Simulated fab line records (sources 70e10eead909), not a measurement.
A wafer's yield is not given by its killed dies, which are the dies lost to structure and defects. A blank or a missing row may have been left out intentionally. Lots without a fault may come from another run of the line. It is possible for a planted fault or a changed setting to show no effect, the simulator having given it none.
fab line records	flow nand_harc
record lots=6	wafers=18	last_day=33
route steps=1302 shown A_CONTACT@1012 END@1302
lots that met no fault: from a run of the same line without faults
start_h: hours from the record's first day to the start of the lot's first wafer shown	wait_h: hours elapsed since this lot's preceding step	" unchanged from the row above	L1.1+2: a row that stands for several wafers	- no value present, or no start provided	* or withheld: withheld	< > ~ a bound
route shown NAME@n: names a module that has steps shown in the file, with the first one's number in the route	usual: mean and standard deviation over wafers with no fault	same: alike in all rows	chamber/n: place in a boat	sites: readings site by site	_std_site: the values' standard deviation	_edge_site: outer sites' mean less inner sites'	radius_mm: for every site, how far away it sits from the centre of the wafer	mask NAME#n: copy n	behind: tool/chamber where the wafer was last shaped	hold: the reason the lot was held/the length of the hold in hours/how it ended	device: the n, p or np transistor that did not switch	end of line: the tests these same wafers got at the end of their route	a step without rows: its recipe alone	killed: not the wafer's yield, but the dies lost to structure and defects at the first sort	map: a wafer's dies, x killed, . not, _ none there
set.NAME: the setting the step ran with; set.NAME@STEP: the setting that earlier step ran with	model.NAME: the simulator's own value behind a step, which no gauge read
certain route steps with their lots: each step a table, each wafer a row
services: the hour from which a tool's chamber was out of use, counted from the record's first day as start_h (under 0 if before that day), plus the number of hours and why
## steps
# step NHARC_A_CONTACT_ETCH_118
# recipe source_w=withheld	pressure_mtorr=20	bias_v=3000	time_s=190	target_depth_a=18500	ar_flow_sccm=withheld	c4f8_flow_sccm=withheld	o2_flow_sccm=withheld	chemistry=C4F8/O2/Ar
# step NHARC_A_CONTACT_ETCH_119
# recipe source_w=withheld	pressure_mtorr=20	bias_v=3000	time_s=190	target_depth_a=18500	ar_flow_sccm=withheld	c4f8_flow_sccm=withheld	o2_flow_sccm=withheld	chemistry=C4F8/O2/Ar
lot.wafer	tool	chamber	start_h	wait_h	rf_hours_counter_h
L546.2	har_cap_etch-02	0	588.78	0.1	102
L546.1	"	1	"	"	102
L546.5	"	1	"	"	-
L548.1	har_cap_etch-01	0	601.73	0.1	14
L548.2	"	1	"	"	14
L548.5	"	1	"	"	-
L553.2	har_cap_etch-01	1	665.11	0.2	25
L553.4	"	0	"	"	-
L553.5	"	0	"	"	-
L558.4	har_cap_etch-01	1	679.85	0.1	-
L558.5	"	0	"	"	-
L558.6	"	1	"	"	-
L557.1	har_cap_etch-02	0	701.13	0.1	122
L557.4	"	1	"	"	-
L557.3	"	0	"	"	-
L559.1	har_cap_etch-02	0	728.80	0.1	126
L559.4	"	0	"	"	-
L559.3	"	1	"	"	-
# step NHARC_A_CONTACT_ETCH_120
# recipe source_w=withheld	pressure_mtorr=20	bias_v=3000	time_s=190	target_depth_a=18500	ar_flow_sccm=withheld	c4f8_flow_sccm=withheld	o2_flow_sccm=withheld	chemistry=C4F8/O2/Ar
lot.wafer	tool	chamber	start_h	wait_h	rf_hours_counter_h
L546.2	har_cap_etch-02	0	588.95	0.1	103
L546.1	"	1	"	"	103
L546.5	"	1	"	"	-
L548.1	har_cap_etch-01	0	601.90	0.1	14
L548.2	"	1	"	"	14
L548.5	"	1	"	"	-
L553.2	har_cap_etch-01	1	665.34	0.2	25
L553.4	"	0	"	"	-
L553.5	"	0	"	"	-
L558.4	har_cap_etch-01	1	680.02	0.1	-
L558.5	"	0	"	"	-
L558.6	"	1	"	"	-
L557.1	har_cap_etch-02	0	701.30	0.1	122
L557.4	"	1	"	"	-
L557.3	"	0	"	"	-
L559.1	har_cap_etch-02	0	728.97	0.1	126
L559.4	"	0	"	"	-
L559.3	"	1	"	"	-
# step NHARC_A_CONTACT_ETCH_121
# recipe source_w=withheld	pressure_mtorr=20	bias_v=3000	time_s=190	target_depth_a=18500	ar_flow_sccm=withheld	c4f8_flow_sccm=withheld	o2_flow_sccm=withheld	chemistry=C4F8/O2/Ar
# step NHARC_A_CONTACT_ETCH_122
# recipe source_w=withheld	pressure_mtorr=20	bias_v=3000	time_s=190	target_depth_a=18500	ar_flow_sccm=withheld	c4f8_flow_sccm=withheld	o2_flow_sccm=withheld	chemistry=C4F8/O2/Ar
lot.wafer	tool	chamber	start_h	wait_h	rf_hours_counter_h
L546.2	har_cap_etch-02	0	589.29	0.1	103
L546.1	"	1	"	"	103
L546.5	"	1	"	"	-
L548.1	har_cap_etch-01	0	602.25	0.1	14
L548.2	"	1	"	"	14
L548.5	"	1	"	"	-
L553.2	har_cap_etch-01	1	665.79	0.2	26
L553.4	"	0	"	"	-
L553.5	"	0	"	"	-
L558.4	har_cap_etch-01	1	680.37	0.1	-
L558.5	"	0	"	"	-
L558.6	"	1	"	"	-
L557.1	har_cap_etch-02	0	701.64	0.1	123
L557.4	"	1	"	"	-
L557.3	"	0	"	"	-
L559.1	har_cap_etch-02	0	729.31	0.1	127
L559.4	"	0	"	"	-
L559.3	"	1	"	"	-
# step NHARC_A_CONTACT_ETCH_123
# recipe source_w=withheld	pressure_mtorr=20	bias_v=400	time_s=490	target_depth_a=21100	ar_flow_sccm=withheld	c4f8_flow_sccm=11.5	o2_flow_sccm=7.2	chemistry=C4F8/O2/Ar
# step NHARC_A_CONTACT_ETCH_90
# recipe target_depth_a=400	over_etch_frac=0.5	time_s=85.7	ion_energy_ev=120	ch3f_flow_sccm=50	o2_flow_sccm=30	ar_flow_sccm=200	rf_w=500	bias_w=100	chemistry=CH3F/O2
# step NHARC_A_CONTACT_ETCH_96
# recipe target_depth_a=200	over_etch_frac=0.5	time_s=10	ion_energy_ev=250	c4f6_flow_sccm=25	o2_flow_sccm=20	ar_flow_sccm=500	rf_w=600	bias_w=500	chemistry=C4F6/O2
# usual drypump_motor_current_A=5.8/0.44	oes_product_au=0.975/0.026	rf_vpp_V=547.3/2.6	showerhead_plenum_p_Torr=3.96/0.12	throttle_valve_pct=26.904/0.0088
lot.wafer	tool	chamber	start_h	wait_h	drypump_motor_current_A	oes_product_au	rf_hours_counter_h	rf_vpp_V	showerhead_plenum_p_Torr	throttle_valve_pct
L546.2	rie_diel-03	3	-	-	6.5	0.951	18	549.9	4.04	26.895
L546.1	"	1	"	"	6.2	0.951	17	550.4	4.07	26.914
L546.5	"	0	"	"	5.3	0.954	-	547.8	3.95	26.914
L548.2	rie_diel-03	1	-	-	6.2	0.949	20	550.0	4.07	26.896
L548.1	"	0	"	"	5.3	0.953	19	548.4	3.95	26.919
L548.5	"	1	"	"	6.2	0.962	-	550.9	4.07	26.897
L553.2	rie_diel-04	2	-	-	6.0	0.936	41	546.9	3.95	26.911
L553.4	"	0	"	"	5.6	0.954	50	548.8	4.00	26.902
L553.5	"	3	"	"	5.0	0.956	-	544.0	3.80	26.906
L558.4	rie_diel-03	1	-	-	6.2	0.999	4	549.4	4.06	26.914
L558.5	"	3	"	"	6.5	1.006	-	550.3	4.03	26.901
L558.6	"	0	"	"	5.3	1.002	-	545.8	3.94	26.903
L557.1	rie_diel-04	1	-	-	5.7	0.946	60	548.7	3.97	26.905
L557.3	"	2	"	"	6.0	0.948	51	547.8	3.94	26.908
L557.4	"	3	"	"	5.0	0.965	53	544.3	3.80	26.900
L559.1	rie_diel-03	2	-	-	5.9	1.019	14	545.4	3.81	26.912
L559.4	"	3	"	"	6.5	1.003	13	549.3	4.03	26.906
L559.3	"	0	"	"	5.3	0.996	12	546.9	3.94	26.892
# step NHARC_A_CONTACT_CD_MEAS_53
# usual cd_nm=289.5/0.76
lot.wafer	tool	chamber	start_h	wait_h	cd_nm
L546.1	cd_sem-03	-	590.66	-	290.7
L546.2	"	-	"	"	291.0
L546.5	"	-	"	"	291.3
L548.1	cd_sem-02	-	603.62	-	289.3
L548.2	"	-	"	"	288.9
L548.5	"	-	"	"	289.5
L553.2	cd_sem-03	-	667.36	-	289.9
L553.4	"	-	"	"	290.5
L553.5	"	-	"	"	290.0
L558.4	cd_sem-02	-	681.69	-	289.7
L558.5	"	-	"	"	289.8
L558.6	"	-	"	"	289.7
L557.1	cd_sem-03	-	702.98	-	289.9
L557.3	"	-	"	"	290.1
L557.4	"	-	"	"	290.0
L559.1	cd_sem-03	-	730.68	-	288.6
L559.3	"	-	"	"	288.7
L559.4	"	-	"	"	288.4
# step NHARC_A_CONTACT_STRIP_99
# recipe n2_flow_sccm=150	h2_flow_sccm=150	ar_flow_sccm=0	bias_w=0	chemistry=N2/H2
# step NHARC_A_CONTACT_STRIP_100
# recipe cf4_flow_sccm=100	chf3_flow_sccm=30	ar_flow_sccm=0	bias_w=0	chemistry=CF4/CHF3
# step NHARC_A_CONTACT_STRIP_101
# recipe o2_flow_sccm=400	cos_flow_sccm=20	ar_flow_sccm=0	bias_w=0	chemistry=O2/COS
# step NHARC_A_CONTACT_ETCH_102
# recipe target_depth_a=1000	overetch_a=100	time_s=55	ion_energy_ev=100	cf4_flow_sccm=80	o2_flow_sccm=20	ar_flow_sccm=0	rf_w=300	bias_w=100	chemistry=CF4/O2
# usual drypump_motor_current_A=5.8/0.43	oes_product_au=1.001/0.0073	rf_vpp_V=198.2/1.2	showerhead_plenum_p_Torr=1.35/0.045	throttle_valve_pct=13.398/0.0083
lot.wafer	tool	chamber	start_h	wait_h	drypump_motor_current_A	oes_product_au	rf_hours_counter_h	rf_vpp_V	showerhead_plenum_p_Torr	throttle_valve_pct
L546.1	rie_diel-03	3	590.96	0.1	6.5	0.942	18	198.5	1.38	13.408
L546.2	"	0	"	"	5.3	1.002	16	198.7	1.34	13.398
L546.5	"	1	"	"	6.1	0.935	-	198.9	1.39	13.400
L548.1	rie_diel-03	2	603.96	0.1	5.9	0.945	21	197.4	1.30	13.393
L548.2	"	0	"	"	5.2	0.996	19	199.0	1.34	13.406
L548.5	"	1	"	"	6.1	0.929	-	198.5	1.39	13.390
L553.4	rie_diel-11	3	667.65	0.1	5.7	1.007	15	199.2	1.37	13.405
L553.2	"	1	"	"	5.7	1.006	13	196.3	1.27	13.390
L553.5	"	3	"	"	5.7	1.007	-	200.1	1.37	13.403
L558.4	rie_diel-04	2	681.98	0.1	6.0	0.991	43	198.0	1.34	13.394
L558.6	"	1	"	"	5.7	0.998	-	198.1	1.35	13.399
L558.5	"	2	"	"	6.0	0.990	-	199.0	1.34	13.393
L557.4	rie_diel-04	0	703.27	0.1	5.6	1.008	62	198.5	1.36	13.399
L557.1	"	1	"	"	5.7	1.011	60	199.1	1.35	13.396
L557.3	"	2	"	"	5.9	1.011	51	199.5	1.34	13.392
L559.1	rie_diel-03	1	730.97	0.0	6.2	0.999	13	199.3	1.38	13.409
L559.4	"	2	"	"	5.9	1.010	14	197.3	1.29	13.393
L559.3	"	0	"	"	5.3	1.003	12	197.4	1.34	13.396
# step NHARC_A_CONTACT_STRIP_55
# recipe o2_flow_sccm=500	ar_flow_sccm=0	bias_w=0	chemistry=O2
# usual drypump_motor_current_A=5.8/0.43	oes_product_au=1.002/0.0075	rf_vpp_V=57.9/0.88	showerhead_plenum_p_Torr=3.57/0.12	throttle_valve_pct=17.037/0.0089
lot.wafer	tool	chamber	start_h	wait_h	drypump_motor_current_A	oes_product_au	rf_hours_counter_h	rf_vpp_V	showerhead_plenum_p_Torr	throttle_valve_pct
L546.1	rie_diel-03	2	-	-	5.9	1.021	18	58.2	3.44	17.022
L546.2	"	3	"	"	6.5	0.999	18	56.9	3.64	17.035
L546.5	"	2	"	"	5.9	1.027	-	57.5	3.44	17.022
L548.1	rie_diel-03	1	-	-	6.2	0.998	20	58.5	3.66	17.034
L548.2	"	3	"	"	6.5	1.001	21	58.3	3.63	17.041
L548.5	"	0	"	"	5.3	0.991	-	57.4	3.55	17.035
L553.4	rie_diel-11	0	-	-	5.3	0.996	11	56.9	3.80	17.047
L553.2	"	1	"	"	5.8	1.005	13	57.6	3.37	17.035
L553.5	"	0	"	"	5.3	0.992	-	58.7	3.80	17.032
L558.4	rie_diel-04	2	-	-	6.0	1.002	44	59.5	3.55	17.048
L558.6	"	3	"	"	5.0	1.006	-	58.1	3.42	17.034
L558.5	"	0	"	"	5.6	1.009	-	57.9	3.60	17.043
L557.1	rie_diel-04	3	-	-	5.0	1.003	53	56.4	3.41	17.032
L557.3	"	0	"	"	5.6	1.012	62	59.1	3.59	17.028
L557.4	"	1	"	"	5.7	1.006	60	57.7	3.57	17.030
L559.1	rie_diel-03	0	-	-	5.3	1.004	12	57.3	3.54	17.029
L559.3	"	1	"	"	6.1	0.996	13	58.3	3.65	17.044
L559.4	"	2	"	"	5.9	1.008	14	56.6	3.43	17.037
# step NHARC_END_SORT_01
# recipe temp_c=25
# usual killed_at_array=62/16	killed_at_other=0.8/1.1	killed_at_periphery=4/3.2	killed_dies=67/16	killed_open=3.5/1.9	killed_short=2.1/1.5
# same gross_dies=677
lot.wafer	tool	chamber	start_h	wait_h	killed_at_array	killed_at_other	killed_at_periphery	killed_dies	killed_open	killed_short
L546.1	prober-01	0	672.18	2.5	506	1	5	512	7	5
L546.2	prober-01	0	672.98	2.8	65	0	2	67	6	1
L546.5	prober-01	0	675.38	3.7	546	1	5	552	5	3
L548.1	prober-01	0	679.99	2.5	492	0	5	497	0	4
L548.2	prober-01	0	680.78	2.8	56	1	1	58	4	1
L548.5	prober-01	0	683.17	3.7	532	1	6	539	4	1
L553.2	prober-01	0	733.04	2.8	89	0	8	97	4	0
L553.4	prober-01	0	734.65	3.4	75	3	5	83	4	0
L553.5	prober-01	0	735.45	3.7	62	4	4	70	1	0
L557.1	prober-02	0	772.64	2.5	59	1	11	71	3	1
L557.3	prober-02	0	774.23	3.1	91	0	6	97	1	0
L557.4	prober-02	0	775.03	3.4	74	2	9	85	3	2
# killed by level:class
L546.1 A_CONTACT:area_etch=433 A_CHANNEL_HOLE_D1:chamber_film_flake=28 A_CHANNEL_HOLE_D2:chamber_film_flake=25 A_STAIRCASE:chamber_film_flake=3 A_CONTACT:chamber_film_flake=3 A_CHANNEL_FILL_D2:chamber_film_flake=2 A_SLIT:chamber_film_flake=2 P_GATE:geometric_particle:open=1
L546.2 A_CHANNEL_HOLE_D1:chamber_film_flake=31 A_CHANNEL_HOLE_D2:chamber_film_flake=19 A_SLIT:chamber_film_flake=3 A_ONON_D1:geometric_particle:open=2 A_WL_FILL:chamber_film_flake=2 A_CONTACT:chamber_film_flake=2 P_M1:geometric_particle:open=1 A_ONON_D1:geometric_particle:short=1
L546.5 A_CONTACT:area_etch=480 A_CHANNEL_HOLE_D1:chamber_film_flake=31 A_CHANNEL_HOLE_D2:chamber_film_flake=18 A_CONTACT:chamber_film_flake=5 P_BONDPAD:chamber_film_flake=2 A_SLIT:chamber_film_flake=2 A_SOURCE_PLATE:geometric_particle:open=1 A_ONON_D1:geometric_particle:short=1
L548.1 A_CONTACT:area_etch=449 A_CHANNEL_HOLE_D1:chamber_film_flake=28 A_SLIT:chamber_film_flake=4 A_CONTACT:chamber_film_flake=4 P_STI:chamber_film_flake=3 A_SGD_CUT:geometric_particle:short=2 A_WL_FILL:geometric_particle:short=2 A_BONDPAD:chamber_film_flake=2
L548.2 A_CHANNEL_HOLE_D1:chamber_film_flake=37 A_CONTACT:chamber_film_flake=6 A_CHANNEL_HOLE_D2:chamber_film_flake=3 A_BONDPAD:chamber_film_flake=3 A_ONON_D1:geometric_particle:short=1 A_ONON_D1:geometric_particle:open=1 A_CONTACT:geometric_particle:open=1 A_BLC:geometric_particle:open=1
L548.5 A_CONTACT:area_etch=484 A_CHANNEL_HOLE_D1:chamber_film_flake=29 A_SLIT:chamber_film_flake=4 A_CHANNEL_HOLE_D2:chamber_film_flake=3 P_STI:chamber_film_flake=2 P_GATE:chamber_film_flake=2 A_DECK1_JOINT:chamber_film_flake=2 A_STAIRCASE:chamber_film_flake=2
L553.2 A_CHANNEL_HOLE_D1:chamber_film_flake=41 A_SLIT:chamber_film_flake=34 P_CONTACT:chamber_film_flake=5 A_BLC:chamber_film_flake=5 P_GATE:chamber_film_flake=2 A_DECK1_JOINT:chamber_film_flake=2 P_GATE:geometric_particle:open=1 A_DECK1_JOINT:geometric_particle:open=1
L553.4 A_SLIT:chamber_film_flake=38 A_CHANNEL_HOLE_D1:chamber_film_flake=30 P_CONTACT:chamber_film_flake=4 A_DECK1_JOINT:geometric_particle:open=2 A_CONTACT:chamber_film_flake=2 THIN_TSV:chamber_film_flake=2 P_CONTACT:geometric_particle:open=1 STARTING-WAFER:geometric_particle:open=1
L553.5 A_SLIT:chamber_film_flake=32 A_CHANNEL_HOLE_D1:chamber_film_flake=22 THIN_TSV:chamber_film_flake=4 A_BLC:chamber_film_flake=3 P_CONTACT:chamber_film_flake=2 A_WL_FILL:chamber_film_flake=2 P_CONTACT:geometric_particle:open=1 P_GATE:chamber_film_flake=1
L557.1 A_CHANNEL_HOLE_D2:chamber_film_flake=25 A_SLIT:chamber_film_flake=23 P_BONDPAD:chamber_film_flake=7 A_CONTACT:chamber_film_flake=3 P_ZERO_WELL:chamber_film_flake=2 A_CHANNEL_HOLE_D1:unspecified=2 A_CHANNEL_HOLE_D1:chamber_film_flake=2 P_GATE:geometric_particle:open=1
L557.3 A_SLIT:chamber_film_flake=38 A_CHANNEL_HOLE_D2:chamber_film_flake=34 A_CONTACT:chamber_film_flake=10 P_ZERO_WELL:chamber_film_flake=3 A_CHANNEL_FILL_D2:chamber_film_flake=3 P_BONDPAD:chamber_film_flake=2 A_CHANNEL_HOLE_D1:unspecified=2 A_CHANNEL_HOLE_D1:chamber_film_flake=2
L557.4 A_CHANNEL_HOLE_D2:chamber_film_flake=30 A_SLIT:chamber_film_flake=28 A_CONTACT:chamber_film_flake=8 P_BONDPAD:chamber_film_flake=7 A_ONON_D1:geometric_particle:open=2 THIN_TSV:chamber_film_flake=2 P_STI:geometric_particle:short=1 A_CHANNEL_FILL_D2:geometric_particle:open=1
# map L546.5 (x killed, . not)
____________.____________
_________..xxxx._________
_______....xx..x.x_______
______.....x.xxx...______
_____.x...x..x.xxxx._____
____xxxxx.x.xxxxxxxx.____
____xxx.x.xxxxxxxxxxx____
___.xx.xxxxxxxxxxxx.x.___
___x.x.xxxxxxxxxxxxxxx___
__..xx.xxxxxxxxxxxxxx.x__
__...xxxxxxxxxxxxxxxx.x__
_..x.xxxxxxxxxxxxxxx.xx._
_..x.xxxxxxxxxxxxxxxx.xx_
_..xxxxxxxxxxxxxxxxxxxxx_
_..xxxxxxxxxxxxxxxxxxxxx_
_x.xxx.xxxxxxxxxxxxxxx.x_
.x.xxxxxxxxxxxxxxxxxxxx..
xxx.xxxxxxxxxxxxxxxxxxxx.
..xxxxxxxxxxxxxxxxxxxxxxx
..xxx.xxxxxxxxxxxxxxxxxxx
.xxx.xxxxxxxxxxxxxxxxxxx.
_..xxxxxxxxxxxxxxxxxxx.x_
_x..xxxxxxxxxxxx.xxxxxxx_
_x...xxxxxxxxxxxxxxxxxxx_
_..xxxxxxxxxxxxxxxxxxxxx_
_.xxxxxxxxxxxxxxxxxxx.x._
__.xxx.xxxxxxxxxxxxxxxx__
__.x.x.xxxxxxxxxxxxxxx.__
___.xxxxxx.xxxxxxxxxxx___
___.xxxxxxxxxxxxxxxxxx___
____xx.xxxxxxxxx.xxxx____
____xx.xx.xxxxx.xx...____
_____xxx..x.xxxxx.xx_____
______..x.xxx.xxxx.______
_______..xxxxxxx.._______
_________xx.x.x._________
____________.____________
# map L548.5 (x killed, . not)
____________x____________
_________xxxxxx._________
_______xx.x.xxxx.x_______
______xxxx.xxxxxxx.______
_____xxxx.xxx.xxxxx._____
____xxx.xxxxxxxxxxx.x____
____..xxxxxxx.xxxxx.x____
___xxxx.xxxxxxx.xxxx..___
___xxxxxxxx..xxxxxx...___
__xxxxxxxxxxx.xxxxxx...__
__xxxx.xxxxxxxxxxxxx.xx__
_xxx..xxxxxxxx.xx.xx.xxx_
_xxxxxxxxxxxxx.xxxxx..x._
_.x.xxxxxxx..xxxxxxx.x.x_
_xxx.x.xxxxxxx.xxxxxxxxx_
_x.x.xxx.xxxxxxxxxxxxxxx_
xxxxxxxxxx..xx.xxx.xxxxxx
.xxxxxxx.xxx.xxxxxxxxxxxx
xxxxxxxxxxxxxxxxx..xx.xx.
x.xxx.xxxx.xxxxx.xxxxxxxx
xxxxx.xxxxx.xxxxxxxxxxxx.
_xxxxx..xx.x.xx..x.xxxxx_
_xxxxxxxxxxxxx.xxxxxxxx._
_x.xxxxx.xxx.x..xx.xxxxx_
_xxxxx.xxxxx.x.xxxxxxxxx_
_xxx.x..xx..xxxxxxx.xxxx_
__xxxxxxx.xxx.xxxxx..xx__
__..xxxxxxxxxx.x.x.xxxx__
___xxxx..x.xxxxxxxx.xx___
___xxxx..xxxx..xxxxx..___
____xxxxxx.xx.xxxx.xx____
____.xxx.xxxxxx..x...____
_____..x..x.x.xxxx.x_____
______.xxxxx.xxxxxx______
_______..xxxxx..x._______
_________xxxx..x_________
____________x____________
## services
tool	chamber	start_h	hours	kind
rie_diel-03	0	565.92	-	clean
rie_diel-03	1	565.92	-	clean
rie_diel-03	2	565.92	-	clean
rie_diel-03	3	565.92	-	clean
rie_diel-03	0	583.13	5.1	repair
rie_diel-03	0	590.42	-	clean
rie_diel-03	1	590.42	-	clean
rie_diel-03	2	590.42	-	clean
rie_diel-03	3	590.42	-	clean
rie_diel-11	1	593.13	14.8	repair
rie_diel-11	-	612.05	9.0	pm
rie_diel-03	0	614.97	-	clean
rie_diel-03	1	614.97	-	clean
rie_diel-03	2	614.97	-	clean
rie_diel-03	3	614.97	-	clean
rie_diel-11	3	632.52	1.7	repair
rie_diel-03	-	635.30	9.0	pm
rie_diel-03	0	635.30	9.0	vent_cycle
rie_diel-03	1	635.30	9.0	vent_cycle
rie_diel-03	2	635.30	9.0	vent_cycle
rie_diel-04	-	708.90	9.0	pm
rie_diel-11	2	714.40	3.5	repair
rie_diel-03	0	718.40	1.2	repair
har_cap_etch-02	-	719.74	0.1	repair
## key
first_sign step=NHARC_A_CONTACT_ETCH_102	reading=oes_product_au	direction=down	sigmas=8.6	usual=1.001	struck=0.938
effect step=NHARC_END_SORT_01	reading=killed_at_array	direction=up	sigmas=28	usual=62	struck=519
more_kills_born_at NHARC_A_CONTACT_ETCH_102@rie_diel-03=1846
met_at NHARC_A_CONTACT_ETCH_102
struck_wafers L546.1,L546.5,L548.1,L548.5
later_rows_left_out L546.1,L546.5,L548.1,L548.5
tester_left_out L546,L548
fault kind=process_parameter_drift	tool=rie_diel-03	chamber=-	onset_h=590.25	steps=NHARC_A_CONTACT_ETCH_102	channel=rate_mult	offset=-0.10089	shape=step	end_h=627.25	scope=struck_wafers_only
# tester_left_out: of these lots the tester's yield and bins aren't shown, on N5 and GAA mostly nor the transistor test; their killed dies are dies lost to structure and defects alone, not to doping, threshold or leakage, so they don't give the yield
# later_rows_left_out: the simulator's readings of these wafers behind a module that went badly wrong aren't trusted and aren't shown, but for the sort
